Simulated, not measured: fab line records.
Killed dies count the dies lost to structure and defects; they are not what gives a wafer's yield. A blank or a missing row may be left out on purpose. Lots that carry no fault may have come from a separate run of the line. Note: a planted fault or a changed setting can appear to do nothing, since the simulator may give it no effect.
Chamber matching	flow nand_harc	NHARC_P_M0_CMP_23 on cmp-01 has 4 sister chambers
The step polishes, t overpolish 20 s, target thk 117.53 nm. 20 wafers are shown with their chamber, then 10 later ones without.

## WAFERS WITH THEIR CHAMBER
wafer	chamber	motor_current_A (A)	time_to_endpoint_s (s)
L076.3	2	14.3	27
L076.4	3	11.9	27
L076.5	2	14.3	28
L077.3	1	11.3	33
L077.4	2	13.5	28
L077.6	2	13.7	28
L078.2	0	12.7	22
L078.5	0	12.7	24
L078.6	1	11.1	27
L080.2	3	12.1	24
L080.5	0	13.2	26
L080.6	1	11.7	28
L082.2	2	14.0	26
L082.5	3	11.9	22
L082.6	2	13.8	26
L089.1	0	12.9	27
L089.2	2	14.1	30
L089.5	3	11.8	29
L092.2	1	10.9	30
L092.3	2	13.6	28

SIGNATURES, as means of the wafers listed above
reading	chamber 0	chamber 1	chamber 2	chamber 3	scatter within a chamber
motor_current_A	12.875	11.250	13.912	11.925	0.278
time_to_endpoint_s	24.75	29.50	27.62	25.50	2.19
Rule: for a wafer and a chamber, the distance is found by dividing, reading by reading, the gap between the wafer's reading and the chamber's mean by the reading's scatter, squaring, summing and taking the root. The wafer belongs to the nearest chamber; if the next one is less than 2 further off, it can't be placed. The scatter is the square root of a quotient: the sum, over the shown wafers, of each reading's squared deviation from its chamber's mean, divided by wafers minus chambers.

## WAFERS WITH NO CHAMBER GIVEN
wafer	motor_current_A (A)	time_to_endpoint_s (s)
L092.6	13.2	28
L091.1	12.6	24
L091.4	14.1	31
L091.6	13.6	26
L095.2	13.9	29
L095.4	13.3	26
L095.5	11.5	25
L097.2	10.8	33
L097.3	13.0	27
L097.5	11.7	32

## WHICH CHAMBER EACH WENT THROUGH
wafer	from the rows above	in truth
L092.6	can't be placed: 0 or 2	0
L091.1	can't be placed: 0 or 3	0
L091.4	2	2
L091.6	can't be placed: 2 or 0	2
L095.2	2	2
L095.4	can't be placed: 0 or 2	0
L095.5	can't be placed: 3 or 1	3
L097.2	1	1
L097.3	0	0
L097.5	can't be placed: 1 or 3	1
4 of 10 placed correctly. From these rows, 6 cannot be placed; in 6 the true chamber is one of the candidates. Placed wrongly: 0.
